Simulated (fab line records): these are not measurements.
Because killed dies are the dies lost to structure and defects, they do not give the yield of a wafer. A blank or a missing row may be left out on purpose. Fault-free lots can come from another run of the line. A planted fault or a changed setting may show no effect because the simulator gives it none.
fab line records | flow n5_finfet | part 2 of 2: steps 21 to 26 of 26
record lots=5 | wafers=15 | last_day=17
route steps=1938 shown BEOL_M6@1194
lots that met no fault: from a run of the same line without faults
start_h: start of the lot's first displayed wafer, in hours after the record's first day | wait_h: hours from the lot's prior step to this one | " the same as in the row above | L1.1+2: several wafers, shown together as one row | - value missing, or start not given | * or withheld: withheld | < > ~ a bound
route shown NAME@n: NAME is a module with steps in the file, n the number in the route of the first one | usual: mean/standard deviation of fault-free wafers | same: alike in all rows | chamber/n: place in a boat | sites: the reading at each site | _std_site: how widely they spread, as a standard deviation | _edge_site: the outer-site mean with the inner-site mean subtracted | radius_mm: how far each site lies from the wafer's centre | mask NAME#n: copy n | behind: the last tool/chamber to shape the wafer | hold: reason for holding the lot/hours on hold/outcome of the hold | device: which transistor (n, p or np) failed to switch | end of line: the tests these same wafers got at the end of their route | a step with no rows: only its recipe | killed: count of dies lost to structure and defects at first sort (not the wafer's yield) | map: shows each die of a wafer: x if killed, . if not, _ if none is there
set.NAME: setting as actually run; set.NAME@STEP: the setting as run at that earlier step | model.NAME: the simulator's own value behind a step, which no gauge read
certain route steps with their lots: each step a table, each wafer a row
services: when a tool's chamber went out of use (start_h, in hours from the record's first day, below 0 if earlier), for how many hours, and the reason
## steps
# step N5_BEOL_M6_STRIP_67
# recipe chemistry=CF4 | resist=SiARC | power_w=300 | bias_power_w=75 | pressure_mtorr=50 | cf4_flow_sccm=150 | rf_frequency_hz=6e+07
# usual drypump_motor_current_A=5.8/0.58 | oes_product_au=0.79/0.084 | rf_vpp_V=271.0/1.7 | showerhead_plenum_p_Torr=1.78/0.06 | throttle_valve_pct=13.53/0.3
lot.wafer | tool        | chamber | start_h | wait_h | drypump_motor_current_A | oes_product_au | rf_hours_counter_h | rf_vpp_V | showerhead_plenum_p_Torr | throttle_valve_pct
L079.2    | rie_diel-05 | 3       | 216.06  | 0.0    | 6.7                     | 0.72           | 217                | 266.6    | 1.71                     | 13.81
L079.3    | "           | 1       | "       | "      | 5.9                     | 0.82           | 78                 | 271.0    | 1.74                     | 13.59
L079.6    | "           | 0       | "       | "      | 5.3                     | 0.68           | -                  | 272.0    | 1.85                     | 13.80
L088.1    | rie_diel-01 | 3       | 274.63  | 0.0    | 5.9                     | 0.92           | 18                 | 271.7    | 1.82                     | 13.21
L088.4    | "           | 3       | "       | "      | 5.9                     | 0.91           | -                  | 272.4    | 1.82                     | 13.21
L088.5    | "           | 1       | "       | "      | 5.2                     | 0.71           | -                  | 270.5    | 1.77                     | 13.90
L087.1    | rie_diel-01 | 0       | 275.31  | 0.0    | 6.2                     | 0.90           | 40                 | 272.4    | 1.89                     | 13.10
L087.3    | "           | 3       | "       | "      | 5.9                     | 0.91           | 18                 | 270.9    | 1.82                     | 13.20
L087.6    | "           | 0       | "       | "      | 6.2                     | 0.90           | -                  | 272.9    | 1.89                     | 13.09
L095.1    | rie_diel-06 | 1       | 313.32  | 0.0    | 5.8                     | 0.88           | 37                 | 271.8    | 1.82                     | 13.24
L095.2    | "           | 3       | "       | "      | 4.8                     | 0.72           | 185                | 270.4    | 1.70                     | 13.58
L095.3    | "           | 0       | "       | "      | 6.4                     | 0.70           | 207                | 268.8    | 1.71                     | 13.91
L094.1    | rie_diel-06 | 1       | 314.38  | 0.0    | 5.8                     | 0.88           | 38                 | 271.2    | 1.82                     | 13.25
L094.2    | "           | 2       | "       | "      | 5.3                     | 0.78           | 111                | 270.8    | 1.73                     | 13.34
L094.5    | "           | 0       | "       | "      | 6.4                     | 0.70           | -                  | 270.9    | 1.72                     | 13.90
# step N5_BEOL_M6_HM_OPEN_17
# recipe chemistry=Cl2/BCl3 | target_depth_a=200 | overetch_a=60 | target=TiN | mask_material=SOC | ion_energy_ev=150 | pressure_mtorr=10 | icp_w=1000 | bias_w=126 | Cl2_flow_sccm=53.25 | bcl3_flow_sccm=21.75 | Ar_flow_sccm=25
# usual drypump_motor_current_A=6.1/0.34 | mfc_ar_sccm=25.00/0.078 | oes_product_au=0.64/0.092 | throttle_valve_pct=22.15/0.27
lot.wafer | tool         | chamber | start_h | wait_h | drypump_motor_current_A | mfc_ar_sccm | oes_product_au | rf_hours_counter_h | throttle_valve_pct
L079.2    | rie_metal-02 | 1       | 216.10  | 0.0    | 5.9                     | 24.99       | 0.72           | 18                 | 22.15
L079.3    | "            | 1       | "       | "      | 5.9                     | 24.90       | 0.72           | -                  | 22.17
L079.6    | "            | 1       | "       | "      | 5.9                     | 24.97       | 0.72           | -                  | 22.15
L088.1    | rie_metal-01 | 1       | 274.67  | 0.0    | 6.3                     | 25.15       | 0.70           | 29                 | 21.72
L088.4    | "            | 0       | "       | "      | 6.3                     | 24.89       | 0.57           | -                  | 22.25
L088.5    | "            | 1       | "       | "      | 6.3                     | 25.24       | 0.70           | -                  | 21.72
L087.1    | rie_metal-02 | 1       | 275.35  | 0.0    | 6.0                     | 25.05       | 0.70           | 24                 | 22.19
L087.3    | "            | 1       | "       | "      | 6.0                     | 25.09       | 0.71           | -                  | 22.18
L087.6    | "            | 0       | "       | "      | 5.9                     | 25.18       | 0.83           | -                  | 22.10
L095.1    | rie_metal-01 | 0       | 313.36  | 0.0    | 6.3                     | 24.92       | 0.56           | 109                | 22.25
L095.2    | "            | 1       | "       | "      | 6.3                     | 24.88       | 0.69           | 33                 | 21.74
L095.3    | "            | 1       | "       | "      | 6.3                     | 25.03       | 0.69           | -                  | 21.73
L094.1    | rie_metal-01 | 0       | 314.43  | 0.0    | 6.3                     | 24.94       | 0.56           | 109                | 22.27
L094.2    | "            | 1       | "       | "      | 6.3                     | 24.98       | 0.69           | 33                 | 21.74
L094.5    | "            | 0       | "       | "      | 6.2                     | 24.96       | 0.56           | -                  | 22.26
# step N5_BEOL_M6_STRIP_19
# recipe chemistry=O2 | power_w=400 | temp_c=40 | pressure_mtorr=30 | rf_frequency_hz=6e+07 | bias_power_w=0 | overash_fraction=0.2 | o2_flow_sccm=225
# usual drypump_motor_current_A=5.8/0.58 | oes_product_au=0.79/0.091 | rf_vpp_V=3.8/0.64 | showerhead_plenum_p_Torr=2.07/0.076 | throttle_valve_pct=16.64/0.26
lot.wafer | tool        | chamber | start_h | wait_h | drypump_motor_current_A | oes_product_au | rf_hours_counter_h | rf_vpp_V | showerhead_plenum_p_Torr | throttle_valve_pct
L079.2    | rie_diel-01 | 1       | 216.38  | 0.3    | 5.2                     | 0.71           | 187                | 4.0      | 2.07                     | 16.92
L079.3    | "           | 0       | "       | "      | 6.2                     | 0.94           | 18                 | 4.5      | 2.23                     | 16.20
L079.6    | "           | 1       | "       | "      | 5.2                     | 0.71           | -                  | 5.1      | 2.07                     | 16.93
L088.1    | rie_diel-01 | 3       | 275.03  | 0.3    | 5.9                     | 0.95           | 18                 | 3.7      | 2.13                     | 16.27
L088.4    | "           | 1       | "       | "      | 5.3                     | 0.70           | -                  | 3.4      | 2.07                     | 16.95
L088.5    | "           | 3       | "       | "      | 5.9                     | 0.93           | -                  | 4.0      | 2.13                     | 16.29
L087.1    | rie_diel-06 | 2       | 275.49  | 0.1    | 5.3                     | 0.79           | 96                 | 5.3      | 2.02                     | 16.33
L087.3    | "           | 0       | "       | "      | 6.4                     | 0.71           | 192                | 3.4      | 2.01                     | 16.98
L087.6    | "           | 1       | "       | "      | 5.8                     | 0.90           | -                  | 4.8      | 2.15                     | 16.41
L095.1    | rie_diel-05 | 2       | 313.65  | 0.3    | 5.6                     | 0.75           | 167                | 3.2      | 2.10                     | 16.74
L095.2    | "           | 1       | "       | "      | 5.9                     | 0.79           | 114                | 3.7      | 2.04                     | 16.84
L095.3    | "           | 0       | "       | "      | 5.3                     | 0.96           | 7                  | 3.5      | 2.16                     | 16.41
L094.1    | rie_diel-01 | 1       | 314.67  | 0.2    | 5.2                     | 0.68           | 222                | 3.5      | 2.06                     | 17.00
L094.2    | "           | 0       | "       | "      | 6.2                     | 0.87           | 54                 | 4.1      | 2.22                     | 16.25
L094.5    | "           | 0       | "       | "      | 6.2                     | 0.87           | -                  | 3.8      | 2.22                     | 16.24
# step N5_BEOL_M6_CD_MEAS_18
# recipe pitch_nm=80 | target_cd_nm=40
# usual cd_nm=40.0/0.58
lot.wafer | tool      | chamber | start_h | wait_h | cd_nm
L079.2    | cd_sem-02 | -       | 216.46  | 0.1    | 39.8
L079.3    | "         | -       | "       | "      | 41.2
L079.6    | "         | -       | "       | "      | 39.5
L088.1    | cd_sem-02 | -       | 275.10  | 0.0    | 38.9
L088.4    | "         | -       | "       | "      | 39.7
L088.5    | "         | -       | "       | "      | 39.7
L087.1    | cd_sem-02 | -       | 275.56  | 0.0    | 39.9
L087.3    | "         | -       | "       | "      | 40.7
L087.6    | "         | -       | "       | "      | 40.4
L095.1    | cd_sem-01 | -       | 313.72  | 0.0    | 39.0
L095.2    | "         | -       | "       | "      | 40.8
L095.3    | "         | -       | "       | "      | 39.2
L094.1    | cd_sem-03 | -       | 314.74  | 0.0    | 40.6
L094.2    | "         | -       | "       | "      | 40.1
L094.5    | "         | -       | "       | "      | 40.5
# step N5_BEOL_M6_COAT_63
# recipe resist=SOC | temp_c=250 | time_s=60 | spin_rpm=1500 | resist_thk_nm=60
# usual chill_plate_temp_C=22.99/0.11 | plate_temp_C=250.00/0.16
lot.wafer | tool           | chamber | start_h | wait_h | chill_plate_temp_C | plate_temp_C
L079.2    | litho_track-04 | 0       | 217.98  | 1.5    | 23.06              | 250.17
L079.3    | "              | 0       | "       | "      | 23.02              | 250.11
L079.6    | "              | 0       | "       | "      | 22.92              | 249.96
L088.1    | litho_track-03 | 0       | 275.14  | 0.0    | 23.11              | 250.20
L088.4    | "              | 0       | "       | "      | 23.08              | 249.82
L088.5    | "              | 0       | "       | "      | 23.05              | 250.12
L087.1    | litho_track-01 | 0       | 276.25  | 0.7    | 22.93              | 250.03
L087.3    | "              | 0       | "       | "      | 22.90              | 250.25
L087.6    | "              | 0       | "       | "      | 22.88              | 250.01
L095.1    | litho_track-03 | 0       | 313.85  | 0.1    | 23.02              | 249.99
L095.2    | "              | 0       | "       | "      | 22.96              | 250.01
L095.3    | "              | 0       | "       | "      | 22.91              | 249.92
L094.1    | litho_track-04 | 0       | 314.92  | 0.2    | 22.82              | 250.22
L094.2    | "              | 0       | "       | "      | 23.03              | 250.05
L094.5    | "              | 0       | "       | "      | 23.04              | 250.12
# step N5_BEOL_M6_COAT_64
# recipe resist=SiARC | temp_c=220 | time_s=60 | spin_rpm=1500 | resist_thk_nm=12
# usual chill_plate_temp_C=23.01/0.094 | plate_temp_C=220.01/0.13
lot.wafer | tool           | chamber | start_h | wait_h | chill_plate_temp_C | plate_temp_C
L079.2    | litho_track-04 | 0       | -       | -      | 22.94              | 220.01
L079.3    | "              | 0       | "       | "      | 23.05              | 220.09
L079.6    | "              | 0       | "       | "      | 23.10              | 220.22
L088.1    | litho_track-03 | 0       | -       | -      | 22.98              | 220.01
L088.4    | "              | 0       | "       | "      | 23.06              | 220.14
L088.5    | "              | 0       | "       | "      | 23.02              | 220.12
L087.1    | litho_track-01 | 0       | -       | -      | 22.92              | 219.83
L087.3    | "              | 0       | "       | "      | 22.93              | 219.93
L087.6    | "              | 0       | "       | "      | 22.90              | 219.74
L095.1    | litho_track-03 | 0       | -       | -      | 22.99              | 219.92
L095.2    | "              | 0       | "       | "      | 22.94              | 219.90
L095.3    | "              | 0       | "       | "      | 22.95              | 219.92
L094.1    | litho_track-04 | 0       | -       | -      | 22.81              | 220.12
L094.2    | "              | 0       | "       | "      | 22.77              | 220.06
L094.5    | "              | 0       | "       | "      | 22.95              | 220.17
## services
tool            | chamber | start_h | hours | kind
pecvd-03        | 0       | 191.30  | 24.5  | repair
pecvd-02        | -       | 192.70  | 1.1   | repair
arfi_scanner-03 | -       | 195.19  | 1.0   | pm
uv_cure-03      | -       | 198.18  | 3.4   | pm
rie_diel-06     | 1       | 199.25  | 14.5  | repair
pecvd-03        | -       | 203.51  | 6.0   | pm
rie_diel-06     | -       | 209.18  | 0.3   | repair
rie_diel-06     | -       | 210.01  | 4.8   | repair
rie_diel-06     | 1       | 216.20  | 8.8   | repair
rie_diel-06     | 2       | 216.94  | 4.0   | repair
arfi_scanner-03 | -       | 220.95  | 1.3   | pm
pecvd-02        | 0       | 223.39  | 11.9  | repair
pecvd-03        | -       | 225.10  | 5.1   | repair
rie_diel-06     | 0       | 227.20  | 14.4  | repair
rie_diel-05     | -       | 236.83  | 0.2   | repair
rie_diel-06     | 2       | 241.76  | 6.5   | repair
pecvd-02        | -       | 246.63  | 2.5   | repair
arfi_scanner-03 | -       | 250.08  | 3.9   | pm
rie_diel-01     | 1       | 255.42  | 3.4   | repair
uv_cure-02      | -       | 270.32  | 7.5   | pm
rie_diel-01     | 2       | 270.68  | 4.7   | repair
rie_diel-05     | -       | 273.86  | 14.6  | pm
uv_cure-02      | -       | 281.91  | 2.4   | repair
arfi_scanner-03 | -       | 302.16  | 0.8   | pm
